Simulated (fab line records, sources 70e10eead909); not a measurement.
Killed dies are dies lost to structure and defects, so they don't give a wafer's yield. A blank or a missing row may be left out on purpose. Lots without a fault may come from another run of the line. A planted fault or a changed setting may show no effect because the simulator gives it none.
Which tool did it? | flow nand_harc | 24 lots, 72 wafers sampled, at 4 steps of a route of 1302

WHAT THE GAUGES READ, wafer by wafer
NHARC_P_START_INSPECT_01. Usual: raw_defect_count 3.3, standard deviation 1.9.
lot  | measured     | on                | raw_defect_count | flag
L074 | day 1 20:02  | defect_inspect-01 | 8 1 4            |
L075 | day 2 06:02  | defect_inspect-02 | 6 0 5            |
L076 | day 2 16:02  | defect_inspect-01 | 2 1 2            |
L077 | day 3 02:02  | defect_inspect-01 | 5 2 1            |
L078 | day 3 12:02  | defect_inspect-02 | 6 4 5            |
L079 | day 3 22:02  | defect_inspect-02 | 2 4 3            |
L080 | day 4 08:02  | defect_inspect-02 | 3 6 1            |
L081 | day 4 18:03  | defect_inspect-01 | 6 5 2            |
L082 | day 5 04:02  | defect_inspect-02 | 5 3 2            |
L083 | day 5 14:02  | defect_inspect-02 | 4 0 4            |
L084 | day 6 00:02  | defect_inspect-01 | 3 4 6            |
L085 | day 6 10:02  | defect_inspect-02 | 5 0 0            |
L086 | day 6 20:02  | defect_inspect-02 | 4 5 7            |
L087 | day 7 06:02  | defect_inspect-01 | 1 2 2            |
L088 | day 7 16:03  | defect_inspect-01 | 2 5 1            |
L089 | day 8 02:02  | defect_inspect-01 | 3 4 8            |
L090 | day 8 12:02  | defect_inspect-01 | 1 1 3            |
L091 | day 8 22:03  | defect_inspect-02 | 1 2 5            |
L092 | day 9 08:02  | defect_inspect-02 | 2 5 3            |
L093 | day 9 18:02  | defect_inspect-01 | 5 1 4            |
L094 | day 10 04:02 | defect_inspect-01 | 1 7 3            |
L095 | day 10 14:02 | defect_inspect-02 | 1 1 2            |
L096 | day 11 00:02 | defect_inspect-02 | 4 4 2            |
L097 | day 11 10:02 | defect_inspect-02 | 3 3 6            |

NHARC_P_ZERO_WELL_CD_MEAS_37: target cd 720 nm. Usual: cd_nm 719.5 nm, standard deviation 1.6.
lot  | measured     | on        | cd_nm (nm)        | flag
L074 | day 2 00:22  | cd_sem-01 | 719.1 719.4 718.5 |
L075 | day 2 11:05  | cd_sem-01 | 720.2 721.7 720.8 |
L076 | day 2 20:05  | cd_sem-01 | 719.6 719.1 718.7 |
L077 | day 3 06:10  | cd_sem-03 | 717.8 718.5 718.6 |
L078 | day 3 16:10  | cd_sem-02 | 719.0 716.6 719.3 |
L079 | day 4 02:07  | cd_sem-01 | 718.8 718.6 718.7 |
L080 | day 4 11:59  | cd_sem-01 | 722.2 719.3 721.5 |
L081 | day 4 22:14  | cd_sem-03 | 719.2 719.4 721.7 |
L082 | day 5 08:08  | cd_sem-03 | 716.2 717.2 716.1 |
L083 | day 5 18:10  | cd_sem-02 | 718.1 717.8 718.8 |
L084 | day 6 04:17  | cd_sem-01 | 720.0 720.4 720.8 |
L085 | day 6 14:14  | cd_sem-02 | 719.4 720.7 718.7 |
L086 | day 7 00:13  | cd_sem-02 | 721.2 718.4 720.3 |
L087 | day 7 10:02  | cd_sem-01 | 718.5 720.5 719.9 |
L088 | day 7 20:13  | cd_sem-03 | 720.1 720.5 719.3 |
L089 | day 8 06:06  | cd_sem-03 | 720.6 721.0 720.5 |
L090 | day 8 15:53  | cd_sem-02 | 722.4 720.2 721.4 |
L091 | day 9 02:07  | cd_sem-02 | 720.6 721.2 719.3 |
L092 | day 9 11:59  | cd_sem-03 | 719.4 720.4 721.6 |
L093 | day 9 23:49  | cd_sem-03 | 717.6 718.1 718.7 |
L094 | day 10 10:41 | cd_sem-02 | 720.8 721.2 720.6 |
L095 | day 10 18:16 | cd_sem-01 | 721.5 721.6 722.4 |
L096 | day 11 04:05 | cd_sem-01 | 718.7 718.6 717.6 |
L097 | day 11 14:08 | cd_sem-02 | 721.4 720.8 719.1 |

NHARC_P_STI_OCD_MEAS_17. Usual: trench_depth_nm 300 nm, standard deviation 4.2; trench_foot_cd_nm 157.2 nm, standard deviation 2.3.
lot  | measured     | on     | trench_depth_nm (nm) | trench_foot_cd_nm (nm) | flag
L074 | day 2 21:10  | ocd-02 | 291 297 291          | 157.1 153.5 157.6      |
L075 | day 3 08:38  | ocd-01 | 300 292 302          | 158.2 157.5 155.8      |
L076 | day 3 14:54  | ocd-02 | 297 299 298          | 156.6 159.3 158.0      |
L077 | day 4 02:51  | ocd-02 | 299 300 300          | 156.3 153.9 155.8      |
L078 | day 4 14:29  | ocd-01 | 301 303 297          | 156.0 154.9 157.1      |
L079 | day 4 22:58  | ocd-01 | 301 295 301          | 159.0 159.0 157.2      |
L080 | day 5 08:25  | ocd-02 | 292 296 299          | 157.7 160.7 158.2      |
L081 | day 5 19:23  | ocd-01 | 299 297 300          | 159.1 156.3 155.2      |
L082 | day 6 05:41  | ocd-02 | 307 295 308          | 155.8 156.4 157.8      |
L083 | day 6 17:13  | ocd-02 | 296 306 298          | 159.9 155.2 160.4      |
L084 | day 7 01:09  | ocd-01 | 302 304 303          | 154.5 155.5 158.4      |
L085 | day 7 15:59  | ocd-01 | 299 296 299          | 156.2 158.4 158.7      |
L086 | day 7 19:11  | ocd-01 | 298 309 306          | 153.5 154.4 154.1      |
L087 | day 8 06:58  | ocd-02 | 300 299 298          | 157.4 154.4 159.1      |
L088 | day 8 15:32  | ocd-01 | 301 294 299          | 158.8 157.5 155.4      |
L089 | day 9 00:52  | ocd-01 | 300 304 293          | 157.8 158.4 159.2      |
L090 | day 9 13:13  | ocd-02 | 294 302 307          | 160.1 155.4 156.3      |
L091 | day 9 21:31  | ocd-02 | 295 306 304          | 155.0 155.1 156.2      |
L092 | day 10 10:07 | ocd-01 | 306 308 300          | 152.9 159.2 156.0      |
L093 | day 10 18:55 | ocd-02 | 300 295 294          | 159.9 163.5 161.4      |
L094 | day 11 07:42 | ocd-01 | 307 305 305          | 157.1 153.7 156.4      |
L095 | day 11 15:31 | ocd-01 | 294 299 298          | 156.8 159.0 157.4      |
L096 | day 12 01:46 | ocd-01 | 296 293 299          | 157.0 158.6 156.5      |
L097 | day 12 10:26 | ocd-02 | 299 301 301          | 157.1 158.6 157.6      |

NHARC_P_GATE_CD_MEAS_11: target cd 1640 nm. Usual: cd_nm 1640.7 nm, standard deviation 1.7.
lot  | measured     | on        | cd_nm (nm)           | flag
L074 | day 4 09:05  | cd_sem-03 | 1640.3 1639.5 1637.2 |
L075 | day 4 20:40  | cd_sem-01 | 1643.7 1642.7 1643.1 |
L076 | day 5 05:02  | cd_sem-01 | 1638.4 1641.7 1641.0 |
L077 | day 5 12:34  | cd_sem-02 | 1639.6 1640.0 1638.2 |
L078 | day 6 04:47  | cd_sem-01 | 1642.1 1643.1 1641.0 |
L079 | day 6 11:16  | cd_sem-03 | 1640.0 1642.4 1639.2 |
L080 | day 7 04:25  | cd_sem-03 | 1641.1 1639.4 1640.3 |
L081 | day 7 04:35  | cd_sem-03 | 1643.2 1641.3 1642.4 |
L082 | day 7 17:13  | cd_sem-02 | 1638.1 1640.9 1641.3 |
L083 | day 8 06:43  | cd_sem-02 | 1640.5 1637.6 1641.9 |
L084 | day 8 10:58  | cd_sem-03 | 1644.3 1641.2 1644.2 |
L085 | day 9 03:07  | cd_sem-03 | 1640.6 1641.2 1641.1 |
L086 | day 9 02:57  | cd_sem-01 | 1641.9 1639.3 1641.3 |
L087 | day 9 18:34  | cd_sem-03 | 1640.6 1641.2 1639.8 |
L088 | day 10 10:52 | cd_sem-02 | 1641.8 1641.8 1641.1 |
L089 | day 10 10:55 | cd_sem-03 | 1642.8 1642.8 1641.8 |
L090 | day 11 00:47 | cd_sem-02 | 1638.0 1639.5 1638.0 |
L091 | day 11 07:39 | cd_sem-02 | 1640.5 1640.8 1642.4 |
L092 | day 11 22:41 | cd_sem-02 | 1640.1 1640.3 1638.8 |
L093 | day 12 09:14 | cd_sem-03 | 1638.0 1642.6 1640.4 |
L094 | day 12 21:59 | cd_sem-02 | 1640.8 1642.2 1641.1 |
L095 | day 12 22:10 | cd_sem-01 | 1643.8 1639.9 1643.0 |
L096 | day 13 13:03 | cd_sem-02 | 1641.4 1641.3 1640.5 |
L097 | day 13 20:23 | cd_sem-02 | 1641.5 1641.4 1639.1 |

WHICH TOOL RAN EACH LOT (tool, then ch and the chambers of the sampled wafers, then the start)
The record holds no process step before these readings.

WHAT THE TOOLS THEMSELVES READ (means of the sampled wafers that have a number; where no wafer has one, the mark that the record gives instead)
The record holds no such reading with a usual standard deviation.

THE ANSWER, worked out from the rows above alone
Rule: a lot is off if the mean of its wafers that have a number lies more than 3 standard deviations from the usual mean. A lot without any number at a reading at which 4 lots or more have one is off too. The other lots that the step has rows for count as sound. The gauges are gone through in route order, then the tools' own readings, and for those a lot's mean is taken as printed above. The first step at which some lot is off is used, and at that step the reading that is off furthest; a lot without a number counts as furthest.
No lot is off at any reading shown: from this, nothing can be told.

WHAT THE SIMULATOR HAD PUT IN
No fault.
